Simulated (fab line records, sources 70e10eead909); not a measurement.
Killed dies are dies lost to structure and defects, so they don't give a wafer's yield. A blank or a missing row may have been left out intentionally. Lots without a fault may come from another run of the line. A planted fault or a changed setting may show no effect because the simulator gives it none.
Chamber matching / flow nand_harc / NHARC_A_STAIRCASE_TRIM_12 on rie_diel-12 has 4 sister chambers
The step chemistry O2, time 211.2 s. 20 wafers are shown with their chamber, then 10 later ones without.

## EACH WAFER AND ITS CHAMBER
wafer=L077.3; chamber=2; showerhead_plenum_p_Torr (Torr)=3.30; drypump_motor_current_A (A)=4.9; oes_product_au (a.u.)=1.004
wafer=L077.5; chamber=1; showerhead_plenum_p_Torr (Torr)=3.70; drypump_motor_current_A (A)=5.2; oes_product_au (a.u.)=1.004
wafer=L077.6; chamber=2; showerhead_plenum_p_Torr (Torr)=3.30; drypump_motor_current_A (A)=4.8; oes_product_au (a.u.)=0.999
wafer=L078.3; chamber=2; showerhead_plenum_p_Torr (Torr)=3.30; drypump_motor_current_A (A)=4.8; oes_product_au (a.u.)=0.998
wafer=L078.4; chamber=3; showerhead_plenum_p_Torr (Torr)=3.80; drypump_motor_current_A (A)=5.4; oes_product_au (a.u.)=1.009
wafer=L078.5; chamber=2; showerhead_plenum_p_Torr (Torr)=3.30; drypump_motor_current_A (A)=4.9; oes_product_au (a.u.)=0.998
wafer=L080.1; chamber=0; showerhead_plenum_p_Torr (Torr)=3.80; drypump_motor_current_A (A)=5.6; oes_product_au (a.u.)=0.995
wafer=L080.5; chamber=3; showerhead_plenum_p_Torr (Torr)=3.80; drypump_motor_current_A (A)=5.4; oes_product_au (a.u.)=1.004
wafer=L080.6; chamber=2; showerhead_plenum_p_Torr (Torr)=3.30; drypump_motor_current_A (A)=4.8; oes_product_au (a.u.)=1.000
wafer=L081.1; chamber=1; showerhead_plenum_p_Torr (Torr)=3.70; drypump_motor_current_A (A)=5.2; oes_product_au (a.u.)=1.001
wafer=L081.2; chamber=2; showerhead_plenum_p_Torr (Torr)=3.30; drypump_motor_current_A (A)=4.8; oes_product_au (a.u.)=0.995
wafer=L081.6; chamber=2; showerhead_plenum_p_Torr (Torr)=3.30; drypump_motor_current_A (A)=4.8; oes_product_au (a.u.)=0.989
wafer=L083.2; chamber=0; showerhead_plenum_p_Torr (Torr)=3.79; drypump_motor_current_A (A)=5.6; oes_product_au (a.u.)=1.001
wafer=L083.3; chamber=3; showerhead_plenum_p_Torr (Torr)=3.79; drypump_motor_current_A (A)=5.4; oes_product_au (a.u.)=1.013
wafer=L083.4; chamber=1; showerhead_plenum_p_Torr (Torr)=3.69; drypump_motor_current_A (A)=5.3; oes_product_au (a.u.)=1.010
wafer=L082.2; chamber=1; showerhead_plenum_p_Torr (Torr)=3.69; drypump_motor_current_A (A)=5.2; oes_product_au (a.u.)=0.994
wafer=L082.4; chamber=1; showerhead_plenum_p_Torr (Torr)=3.69; drypump_motor_current_A (A)=5.2; oes_product_au (a.u.)=1.002
wafer=L082.6; chamber=0; showerhead_plenum_p_Torr (Torr)=3.79; drypump_motor_current_A (A)=5.5; oes_product_au (a.u.)=0.991
wafer=L084.1; chamber=2; showerhead_plenum_p_Torr (Torr)=3.29; drypump_motor_current_A (A)=4.8; oes_product_au (a.u.)=1.006
wafer=L084.5; chamber=1; showerhead_plenum_p_Torr (Torr)=3.69; drypump_motor_current_A (A)=5.2; oes_product_au (a.u.)=1.014

SIGNATURES (means of the wafers above)
reading=showerhead_plenum_p_Torr; chamber 0=3.7933; chamber 1=3.6933; chamber 2=3.2988; chamber 3=3.7967; scatter within a chamber=0.0047
reading=drypump_motor_current_A; chamber 0=5.567; chamber 1=5.217; chamber 2=4.825; chamber 3=5.400; scatter within a chamber=0.0433
reading=oes_product_au; chamber 0=0.99567; chamber 1=1.00417; chamber 2=0.99862; chamber 3=1.00867; scatter within a chamber=0.00577
Rule: a wafer lies at a distance from a chamber equal to the root of the sum of squares, over the readings, of (its reading less the chamber's mean, divided by the reading's scatter). The wafer belongs to the nearest chamber; if the next one is less than 2 further off, it can't be placed. The scatter: the root of (the sum of the squares of (reading less its chamber's mean) over the shown wafers, divided by (wafers less chambers)).

## WAFERS MISSING THEIR CHAMBER
wafer=L084.6; showerhead_plenum_p_Torr (Torr)=3.29; drypump_motor_current_A (A)=4.9; oes_product_au (a.u.)=1.008
wafer=L089.2; showerhead_plenum_p_Torr (Torr)=3.78; drypump_motor_current_A (A)=5.4; oes_product_au (a.u.)=0.990
wafer=L089.3; showerhead_plenum_p_Torr (Torr)=3.29; drypump_motor_current_A (A)=4.8; oes_product_au (a.u.)=0.999
wafer=L089.5; showerhead_plenum_p_Torr (Torr)=3.78; drypump_motor_current_A (A)=5.4; oes_product_au (a.u.)=1.002
wafer=L089.1; showerhead_plenum_p_Torr (Torr)=3.69; drypump_motor_current_A (A)=5.2; oes_product_au (a.u.)=1.004
wafer=L089.4; showerhead_plenum_p_Torr (Torr)=3.78; drypump_motor_current_A (A)=5.5; oes_product_au (a.u.)=1.006
wafer=L089.6; showerhead_plenum_p_Torr (Torr)=3.29; drypump_motor_current_A (A)=4.9; oes_product_au (a.u.)=1.004
wafer=L095.3; showerhead_plenum_p_Torr (Torr)=3.68; drypump_motor_current_A (A)=5.2; oes_product_au (a.u.)=1.006
wafer=L095.5; showerhead_plenum_p_Torr (Torr)=3.78; drypump_motor_current_A (A)=5.6; oes_product_au (a.u.)=0.995
wafer=L095.6; showerhead_plenum_p_Torr (Torr)=3.78; drypump_motor_current_A (A)=5.4; oes_product_au (a.u.)=1.002

## CHAMBER TAKEN BY EACH
wafer=L084.6; from the rows above=2; in truth=2
wafer=L089.2; from the rows above=can't be placed: 3 or 0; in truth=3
wafer=L089.3; from the rows above=2; in truth=2
wafer=L089.5; from the rows above=can't be placed: 3 or 0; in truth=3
wafer=L089.1; from the rows above=1; in truth=1
wafer=L089.4; from the rows above=can't be placed: 0 or 3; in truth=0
wafer=L089.6; from the rows above=2; in truth=2
wafer=L095.3; from the rows above=1; in truth=1
wafer=L095.5; from the rows above=0; in truth=0
wafer=L095.6; from the rows above=can't be placed: 3 or 0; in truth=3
Placed correctly: 6 of 10. These rows do not allow placing 4 (true chamber among the candidates in 4). 0 placed wrongly.
